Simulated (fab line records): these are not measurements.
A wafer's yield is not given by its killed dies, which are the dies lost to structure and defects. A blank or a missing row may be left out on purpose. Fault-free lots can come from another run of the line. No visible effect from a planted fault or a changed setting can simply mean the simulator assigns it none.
Chamber matching	flow nand harc	4 sister chambers for NHARC_P_GATE_DESCUM_48 on rie diel-01
The step chemistry O2, time 3 s. 4 wafers are shown with their chamber, then 9 later ones without.

WAFERS, EACH WITH ITS CHAMBER
wafer	chamber	drypump motor current A (A)
L080.3	1	6.4
L086.1	0	5.8
L086.5	3	5.8
L086.6	2	5.5

WAFERS WITH NO CHAMBER GIVEN
wafer	drypump motor current A (A)
L094.2	5.8
L094.4	6.3
L094.6	5.5
L095.2	5.8
L095.3	5.5
L095.5	5.5
L097.2	5.8
L097.4	5.4
L097.6	5.8

THE CHAMBER EACH PASSED THROUGH
wafer	from the rows above	in truth
L094.2	can't be placed: 0 or 3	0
L094.4	1	1
L094.6	2	2
L095.2	can't be placed: 0 or 3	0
L095.3	2	2
L095.5	2	2
L097.2	can't be placed: 0 or 3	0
L097.4	2	2
L097.6	can't be placed: 0 or 3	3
Placed correctly: 5 of 9. Unplaceable from these rows: 4, with the true chamber sitting among the candidates in 4. Placed wrongly: 0.
How it was worked out, from the rows above alone: a wafer's distance from a chamber is the root of the sum, over the readings, of the square of ((its reading less the chamber's mean) divided by the reading's scatter). The wafer belongs to the nearest chamber; if the next one is less than 2 further off, it can't be placed. For every chamber, the mean is computed from those of its wafers that are shown. The scatter: with one shown wafer a chamber, the root of the mean of the squares of how far each hidden wafer lies from its nearest shown one.
